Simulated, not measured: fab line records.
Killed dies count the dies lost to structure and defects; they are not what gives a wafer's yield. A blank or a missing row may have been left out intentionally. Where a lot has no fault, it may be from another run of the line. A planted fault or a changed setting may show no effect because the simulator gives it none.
Split-lot trial / flow n5_finfet / 39 wafers read across 7 lots, on a route 1938 steps long

## THE SPLIT
At N5_FIN_SAQP_SPACER1_ALD_24 (deposits SiO2, target thk 20.3 nm, pulse time 1 s, purge time 2 s), the setting ald_cycles was moved away from the recipe's 218 on 12 of the 39 wafers read, by -13.3% to +17.4%. The other wafers ran this setting at the recipe's value.

## FROM THE SPLIT TO THE READING: what the file shows between them, 2 steps
- N5_FIN_SAQP_SPACER1_ETCHBACK_25: etches SiO2 in CHF3/O2, target depth 24.4 nm, time 12.2 s
- N5_FIN_SAQP_MANDREL1_REMOVE_56: chemistry HBr/Cl2/O2, target a-Si, stops on SiNx, bt time 10 s

## THE READING
cd_nm (nm) at N5_FIN_SAQP_CD_MEAS_27, where the cd target is 20 nm. A value of 20.30 nm with a standard deviation of 0.24 nm is what fault-free wafers of this fab line usually give.

wafer=L074.1; tool, chamber at the split=ald_sin-01, 2; ald_cycles as run=231; against the recipe=+6.0%; cd_nm, nm=21.17; against lot-mates on the recipe=+0.87
wafer=L074.2; tool, chamber at the split=ald_sin-01, 3,0; ald_cycles as run=218; against the recipe=recipe; cd_nm, nm=20.46; against lot-mates on the recipe=-
wafer=L074.3; tool, chamber at the split=ald_sin-01, 1; ald_cycles as run=218; against the recipe=recipe; cd_nm, nm=20.54; against lot-mates on the recipe=-
wafer=L074.4; tool, chamber at the split=ald_sin-01, 0,1; ald_cycles as run=231; against the recipe=+6.0%; cd_nm, nm=21.44; against lot-mates on the recipe=+1.14
wafer=L074.5; tool, chamber at the split=ald_sin-01, 0,1; ald_cycles as run=231; against the recipe=+6.0%; cd_nm, nm=21.36; against lot-mates on the recipe=+1.06
wafer=L074.6; tool, chamber at the split=ald_sin-01, 3,0; ald_cycles as run=218; against the recipe=recipe; cd_nm, nm=19.91; against lot-mates on the recipe=-
wafer=L077.1; tool, chamber at the split=ald_sin-01, 0,3; ald_cycles as run=218; against the recipe=recipe; cd_nm, nm=20.37; against lot-mates on the recipe=-
wafer=L077.2; tool, chamber at the split=ald_sin-01, 3; ald_cycles as run=218; against the recipe=recipe; cd_nm, nm=20.55; against lot-mates on the recipe=-
wafer=L077.3; tool, chamber at the split=ald_sin-01, 2,1,0; ald_cycles as run=256; against the recipe=+17.4%; cd_nm, nm=23.78; against lot-mates on the recipe=+3.37
wafer=L077.4; tool, chamber at the split=ald_sin-01, 2,1,0; ald_cycles as run=256; against the recipe=+17.4%; cd_nm, nm=23.60; against lot-mates on the recipe=+3.19
wafer=L077.5; tool, chamber at the split=ald_sin-01, 2,1,0; ald_cycles as run=256; against the recipe=+17.4%; cd_nm, nm=23.88; against lot-mates on the recipe=+3.47
wafer=L077.6; tool, chamber at the split=ald_sin-01, 0,3; ald_cycles as run=218; against the recipe=recipe; cd_nm, nm=20.31; against lot-mates on the recipe=-
wafer=L079.1; tool, chamber at the split=ald_sin-01, 2,3; ald_cycles as run=244; against the recipe=+11.9%; cd_nm, nm=22.64; against lot-mates on the recipe=+2.59
wafer=L079.2; tool, chamber at the split=ald_sin-01, 1,0,2; ald_cycles as run=218; against the recipe=recipe; cd_nm, nm=20.10; against lot-mates on the recipe=-
wafer=L079.3; tool, chamber at the split=ald_sin-01, 2,3; ald_cycles as run=244; against the recipe=+11.9%; cd_nm, nm=22.15; against lot-mates on the recipe=+2.10
wafer=L079.4; tool, chamber at the split=ald_sin-01, 1,0,2; ald_cycles as run=218; against the recipe=recipe; cd_nm, nm=19.79; against lot-mates on the recipe=-
wafer=L079.5; tool, chamber at the split=ald_sin-01, 3; ald_cycles as run=244; against the recipe=+11.9%; cd_nm, nm=22.94; against lot-mates on the recipe=+2.89
wafer=L079.6; tool, chamber at the split=ald_sin-01, 1,0,2; ald_cycles as run=218; against the recipe=recipe; cd_nm, nm=20.25; against lot-mates on the recipe=-
wafer=L080.1; tool, chamber at the split=ald_sin-03, 0,2,3; ald_cycles as run=189; against the recipe=-13.3%; cd_nm, nm=17.94; against lot-mates on the recipe=-2.57
wafer=L080.2; tool, chamber at the split=ald_sin-03, 1; ald_cycles as run=218; against the recipe=recipe; cd_nm, nm=20.44; against lot-mates on the recipe=-
wafer=L080.3; tool, chamber at the split=ald_sin-03, 0,2,3; ald_cycles as run=189; against the recipe=-13.3%; cd_nm, nm=17.65; against lot-mates on the recipe=-2.86
wafer=L080.4; tool, chamber at the split=ald_sin-03, 3,0; ald_cycles as run=218; against the recipe=recipe; cd_nm, nm=20.62; against lot-mates on the recipe=-
wafer=L080.5; tool, chamber at the split=ald_sin-03, 3,0; ald_cycles as run=218; against the recipe=recipe; cd_nm, nm=20.47; against lot-mates on the recipe=-
wafer=L080.6; tool, chamber at the split=ald_sin-03, 0,2,3; ald_cycles as run=189; against the recipe=-13.3%; cd_nm, nm=17.51; against lot-mates on the recipe=-3.00
wafer=L083.4; tool, chamber at the split=ald_sin-01, 3; ald_cycles as run=218; against the recipe=recipe; cd_nm, nm=20.49; against lot-mates on the recipe=-
wafer=L083.5; tool, chamber at the split=ald_sin-01, 3,2; ald_cycles as run=218; against the recipe=recipe; cd_nm, nm=20.28; against lot-mates on the recipe=-
wafer=L083.6; tool, chamber at the split=ald_sin-01, 3,2; ald_cycles as run=218; against the recipe=recipe; cd_nm, nm=20.16; against lot-mates on the recipe=-
wafer=L092.1; tool, chamber at the split=ald_sin-01, 3,2,0,1,2; ald_cycles as run=218; against the recipe=recipe; cd_nm, nm=20.07; against lot-mates on the recipe=-
wafer=L092.2; tool, chamber at the split=ald_sin-01, 1; ald_cycles as run=218; against the recipe=recipe; cd_nm, nm=19.69; against lot-mates on the recipe=-
wafer=L092.3; tool, chamber at the split=ald_sin-01, 3,2,0,1,2; ald_cycles as run=218; against the recipe=recipe; cd_nm, nm=20.13; against lot-mates on the recipe=-
wafer=L092.4; tool, chamber at the split=ald_sin-01, 3,2,0,1,2; ald_cycles as run=218; against the recipe=recipe; cd_nm, nm=20.14; against lot-mates on the recipe=-
wafer=L092.5; tool, chamber at the split=ald_sin-01, 3,2,0,1,2; ald_cycles as run=218; against the recipe=recipe; cd_nm, nm=20.05; against lot-mates on the recipe=-
wafer=L092.6; tool, chamber at the split=ald_sin-01, 3,2,0,1,2; ald_cycles as run=218; against the recipe=recipe; cd_nm, nm=20.05; against lot-mates on the recipe=-
wafer=L095.1; tool, chamber at the split=ald_sin-03, 1; ald_cycles as run=218; against the recipe=recipe; cd_nm, nm=20.51; against lot-mates on the recipe=-
wafer=L095.2; tool, chamber at the split=ald_sin-03, 2,3,0,2,1; ald_cycles as run=218; against the recipe=recipe; cd_nm, nm=19.72; against lot-mates on the recipe=-
wafer=L095.3; tool, chamber at the split=ald_sin-03, 2,3,0,2,1; ald_cycles as run=218; against the recipe=recipe; cd_nm, nm=19.93; against lot-mates on the recipe=-
wafer=L095.4; tool, chamber at the split=ald_sin-03, 2,3,0,2,1; ald_cycles as run=218; against the recipe=recipe; cd_nm, nm=20.12; against lot-mates on the recipe=-
wafer=L095.5; tool, chamber at the split=ald_sin-03, 2,3,0,2,1; ald_cycles as run=218; against the recipe=recipe; cd_nm, nm=20.65; against lot-mates on the recipe=-
wafer=L095.6; tool, chamber at the split=ald_sin-03, 2,3,0,2,1; ald_cycles as run=218; against the recipe=recipe; cd_nm, nm=20.06; against lot-mates on the recipe=-
If several chambers appear in one row, that row covers several wafers at once and the file leaves open which wafer was in which chamber.

THE FIT
A straight line over all 39 wafers: cd_nm changes by +0.197 nm for each +1% of ald_cycles; r = +0.98; the points scatter about the line by 0.26 nm.
The same after taking each lot's own level away (the mean of its wafers on the recipe; 39 wafers): +0.201 nm for each +1%; r = +0.99; scatter 0.23 nm.
According to that fit, moving ald_cycles by its largest amount changes the reading by 3.5 nm.
Across the lots, their own levels run from 20.022 to 20.510 nm, a range of 2.0 times the standard deviation given above.
Consequently the slope shifts little with the lot-to-lot level, the two slopes agreeing.
Check: with one of the wafers moved furthest among these (+17.4%) left out of the fit, the line predicts +3.5 nm for it against its lot-mates. Against them it came out at +3.37 nm.

## FURTHER SPLITS ON THESE WAFERS
These wafers also went through other splits before the reading. Each is held against what the fit with the lots' levels taken away leaves over:
other split on the same wafers=N5_FIN_SAQP_ALD_61 ald_cycles; wafers away from the commonest value=12; r with cd_nm (lot level and that fit taken away)=+0.10

## THE WHOLE CHAIN: every reading that the file lists as answering this split, in the file's order
step=N5_FIN_SAQP_SPACER1_ALD_24; what it does=deposits SiO2, target thk 20.3 nm, pulse time 1 s, purge time 2 s; reading=SiO2_of_FIN_SAQP_SPACER1_ALD_24.thk_nm (the simulator's own value, which no gauge read); change (the file's fit)=+0.204 nm for each +1% of the setting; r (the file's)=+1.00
step=N5_FIN_SAQP_MANDREL1_REMOVE_56; what it does=chemistry HBr/Cl2/O2, target a-Si, stops on SiNx, bt time 10 s; reading=FIN_SAQP.cd_nm (the simulator's own value, which no gauge read); change (the file's fit)=+0.199 nm for each +1% of the setting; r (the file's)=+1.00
step=N5_FIN_SAQP_CD_MEAS_27; what it does=target cd 20 nm; reading=cd_nm; change (the file's fit)=+0.2 nm for each +1% of the setting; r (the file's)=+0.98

## THE FILE'S OWN FIT
cd_nm changes by +0.2 nm for each +1% of ald_cycles, r = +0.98.
